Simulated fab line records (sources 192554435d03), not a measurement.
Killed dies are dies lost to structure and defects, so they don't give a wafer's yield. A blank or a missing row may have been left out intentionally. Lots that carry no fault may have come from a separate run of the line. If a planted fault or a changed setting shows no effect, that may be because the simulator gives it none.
Split-lot experiment + flow n5Finfet + 21 wafers read from 7 lots, route of 1938 steps

== SPLIT DETAILS ==
At N5_DUMMY_GATE_HM_DEP_06 (deposits SiNx from DCS/NH3, target thk 80 nm, time 5141 s), the setting timeS was moved away from the recipe's 5141 s on 12 of the 21 wafers read, by -12.8% to +12.2%. For the rest of the wafers, this setting stayed at what the recipe calls for.

Reading taken at the split's own step.

== THE READING ==
SiNx_of_DUMMY_GATE_HM_DEP_06.thkNm (the simulator's own value, which no gauge read), in nm, at N5_DUMMY_GATE_HM_DEP_06 (deposits SiNx from DCS/NH3, target thk 80 nm, time 5141 s). The file does not state a usual value for it. Average 79.6 nm, standard deviation 0.5 nm, over the 9 wafers here run with the recipe.

| wafer  | tool, chamber at the split | timeS as run, s | against the recipe | SiNx_of_DUMMY_GATE_HM_DEP_06.thkNm, nm | against lot-mates on the recipe |
|--------|----------------------------|-----------------|--------------------|----------------------------------------|---------------------------------|
| L074.2 | lpcvd-02, 0/95             | 5141            | recipe             | 79.4                                   | -                               |
| L074.4 | lpcvd-02, 0/104,0/114      | 5141            | recipe             | 80.4                                   | -                               |
| L074.6 | lpcvd-02, 0/104,0/114      | 5141            | recipe             | 80.4                                   | -                               |
| L077.3 | -, -                       | 4485            | -12.8%             | 71.2                                   | no lot-mate on the recipe       |
| L077.4 | -, -                       | 4485            | -12.8%             | 71                                     | no lot-mate on the recipe       |
| L077.6 | -, -                       | 4485            | -12.8%             | 71.4                                   | no lot-mate on the recipe       |
| L078.3 | -, -                       | 4526            | -12.0%             | 70.2                                   | no lot-mate on the recipe       |
| L078.5 | -, -                       | 4526            | -12.0%             | 69.4                                   | no lot-mate on the recipe       |
| L078.6 | -, -                       | 4526            | -12.0%             | 70.6                                   | no lot-mate on the recipe       |
| L079.2 | -, -                       | 5359            | +4.2%              | 82.6                                   | no lot-mate on the recipe       |
| L079.5 | -, -                       | 5359            | +4.2%              | 82.8                                   | no lot-mate on the recipe       |
| L079.6 | -, -                       | 5359            | +4.2%              | 82.8                                   | no lot-mate on the recipe       |
| L082.2 | -, -                       | 5141            | recipe             | 79.6                                   | -                               |
| L082.4 | -, -                       | 5141            | recipe             | 79.8                                   | -                               |
| L082.6 | -, -                       | 5141            | recipe             | 79                                     | -                               |
| L094.3 | -, -                       | 5767            | +12.2%             | 90                                     | no lot-mate on the recipe       |
| L094.4 | -, -                       | 5767            | +12.2%             | 90.2                                   | no lot-mate on the recipe       |
| L094.6 | -, -                       | 5767            | +12.2%             | 90.2                                   | no lot-mate on the recipe       |
| L096.1 | -, -                       | 5141            | recipe             | 79.2                                   | -                               |
| L096.2 | -, -                       | 5141            | recipe             | 79.8                                   | -                               |
| L096.6 | -, -                       | 5141            | recipe             | 79                                     | -                               |
If several chambers appear in one row, that row covers several wafers at once and the file leaves open which wafer was in which chamber.

THE FIT
A straight line over all 21 wafers: SiNx_of_DUMMY_GATE_HM_DEP_06.thkNm changes by +0.774 nm for each +1% of timeS; r = +0.99; the points scatter about the line by 0.78 nm.
Too few moved wafers with a lot-mate on the recipe to fit a line net of each lot's own level.

== FILE'S OWN FIT ==
SiNx_of_DUMMY_GATE_HM_DEP_06.thkNm changes by +0.774 nm for each +1% of timeS, r = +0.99.
